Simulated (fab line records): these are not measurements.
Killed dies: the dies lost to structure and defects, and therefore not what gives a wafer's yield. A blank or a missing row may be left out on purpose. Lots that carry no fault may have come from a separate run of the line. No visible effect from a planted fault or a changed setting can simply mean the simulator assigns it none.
Which tool did it?    flow n5_finfet    10 lots, 30 wafers sampled, at 4 steps of a route of 1938

## WHAT EACH GAUGE READ, for each wafer
N5_FIN_CUT_INSPECT_10: inspects for defects (brightfield).
lot   measured     on                 raw_defect_count
L392  day 2 08:47  defect_inspect-02  48 75 56
L397  day 3 15:05  defect_inspect-02  30 36 29
L398  day 3 20:52  defect_inspect-02  41 38 48
L400  day 4 11:09  defect_inspect-01  53 35 39
L402  day 4 23:01  defect_inspect-01  266 307 297
L403  day 5 06:32  defect_inspect-01  282 255 283
L404  day 5 11:13  defect_inspect-02  316 253 288
L409  day 6 15:24  defect_inspect-01  33 51 56
L410  day 6 20:29  defect_inspect-02  31 47 48
L411  day 7 03:36  defect_inspect-01  60 53 34

## EACH LOT AND THE TOOL THAT RAN IT (in order: tool; ch and the chambers of the sampled wafers; start)
lot   N5_FIN_SAQP_STRIP_55               N5_FIN_SAQP_ETCH_34                N5_FIN_SAQP_ETCH_64
L392  rie_diel-02 ch 0,3, day 2 04:32    rie_diel-04 ch 2,3, day 2 07:55    rie_si-01 ch 0,1,2, day 2 08:07
L397  rie_diel-04 ch 0,2,3, day 3 10:29  rie_diel-02 ch 0,3, day 3 13:59    rie_si-05 ch 1,3, day 3 14:10
L398  rie_diel-04 ch 2,3, day 3 16:04    rie_diel-02 ch 0,1,3, day 3 20:01  rie_si-01 ch 0,1,3, day 3 20:12
L400  rie_diel-05 ch 0,2,3, day 4 05:12  rie_diel-05 ch 0,1,2, day 4 10:17  rie_si-05 ch 0,2,3, day 4 10:29
L402  rie_diel-04 ch 2,3, day 4 16:56    rie_diel-02 ch 1,2,3, day 4 22:10  rie_si-01 ch 1,3, day 4 22:22
L403  rie_diel-05 ch 0,2,3, day 5 00:50  rie_diel-02 ch 0,1,2, day 5 05:41  rie_si-01 ch 0,1,3, day 5 05:52
L404  rie_diel-02 ch 0,1, day 5 06:29    rie_diel-02 ch 1,2, day 5 10:22    rie_si-05 ch 0,1,2, day 5 10:34
L409  rie_diel-02 ch 0,3, day 6 10:55    rie_diel-04 ch 1,2,3, day 6 14:32  rie_si-05 ch 1,2, day 6 14:44
L410  rie_diel-02 ch 0,2, day 6 16:19    rie_diel-04 ch 0,2, day 6 19:37    rie_si-05 ch 0,1,3, day 6 19:49
L411  rie_diel-05 ch 0,1,3, day 6 22:32  rie_diel-05 ch 0,1,3, day 7 02:44  rie_si-05 ch 0,1,3, day 7 02:56
- N5_FIN_SAQP_STRIP_55: strips in N2/H2.
- N5_FIN_SAQP_ETCH_34: etches SiO2 in C4F6/O2, target depth 45 nm, time 15 s.
- N5_FIN_SAQP_ETCH_64: etches SiO2 in CF4, target depth 1.5 nm.

## THE ANSWER, worked out from the rows above alone
Rule: the usual values come from the lots themselves. Put in order of their means at a reading, lots are off if they are a third of the lots or fewer, leave a main group of 4 or more, and stand apart from it by a gap of 3 or more times the standard deviation of the main group's means; of several such gaps the widest counts. A main group whose means are all the same, to the digits that the tables above print for the reading, isn't used. Also off: a lot with no number at a reading for which 4 or more lots have one. Any other lot the step has rows for is counted as sound.
Off: L402, L403, L404 (N5_FIN_CUT_INSPECT_10, raw_defect_count). The main group has a mean of 45 with a standard deviation of 7.9.
If a tool, at a process step before that reading, ran all the lots that are off and no sound lot after the first of them, it fits. Those tools and the gauges at N5_FIN_CUT_INSPECT_10 are tried in the same way. One fits: rie_diel-02 at N5_FIN_SAQP_ETCH_34. A fault onset in the window from L398 (day 3 20:01, its last sound lot) to L402 (day 4 22:10, its first lot off) fits.

## WHAT THE SIMULATOR HAD INSERTED
Chamber particle source: rie_diel-02, from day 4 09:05 on, at N5_FIN_SAQP_ETCH_34. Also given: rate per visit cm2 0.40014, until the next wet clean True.
Struck lots among those shown: L402, L403, L404. The same result came from the rule above.
